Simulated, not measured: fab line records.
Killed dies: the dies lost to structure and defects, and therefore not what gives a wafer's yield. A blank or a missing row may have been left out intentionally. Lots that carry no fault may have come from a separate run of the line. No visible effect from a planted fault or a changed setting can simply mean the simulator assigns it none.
Chamber matching    flow n5 finfet    3 sister chambers for N5_FIN_SAQP_PECVD_06 on pecvd-03
The step deposits a-Si from SiH4/He, target thk 60 nm, time 48.1 s. 3 wafers are shown with their chamber, then 7 later ones without.

## WAFERS PAIRED WITH THEIR CHAMBERS
wafer   chamber  throttle valve pct (%)
L088.2  0        18.6
L090.1  2        17.2
L090.2  1        18.4

## WAFERS MISSING THEIR CHAMBER
wafer   throttle valve pct (%)
L090.4  18.2
L091.1  18.3
L091.3  18.2
L091.6  18.2
L095.1  17.6
L095.5  18.4
L095.6  18.6

## EACH ONE'S CHAMBER
wafer   from the rows above      in truth
L090.4  can't be placed: 1 or 0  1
L091.1  can't be placed: 1 or 0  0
L091.3  can't be placed: 1 or 0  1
L091.6  can't be placed: 1 or 0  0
L095.1  can't be placed: 2 or 1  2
L095.5  can't be placed: 1 or 0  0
L095.6  can't be placed: 0 or 1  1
Correct placement for 0 of the 7. Cannot be placed on the basis of these rows: 7; the candidates contain the true chamber in 7. Wrongly placed: 0.
How it was worked out, from the rows above alone: a wafer's distance from a chamber is the root of the sum, over the readings, of the square of ((its reading less the chamber's mean) divided by the reading's scatter). If the next closest chamber is less than 2 further off than the closest, the wafer can't be placed; otherwise it belongs to the closest. A chamber's mean is the mean of its shown wafers. The scatter: root of mean squared gap, hidden wafer to nearest shown wafer, with one shown wafer a chamber.
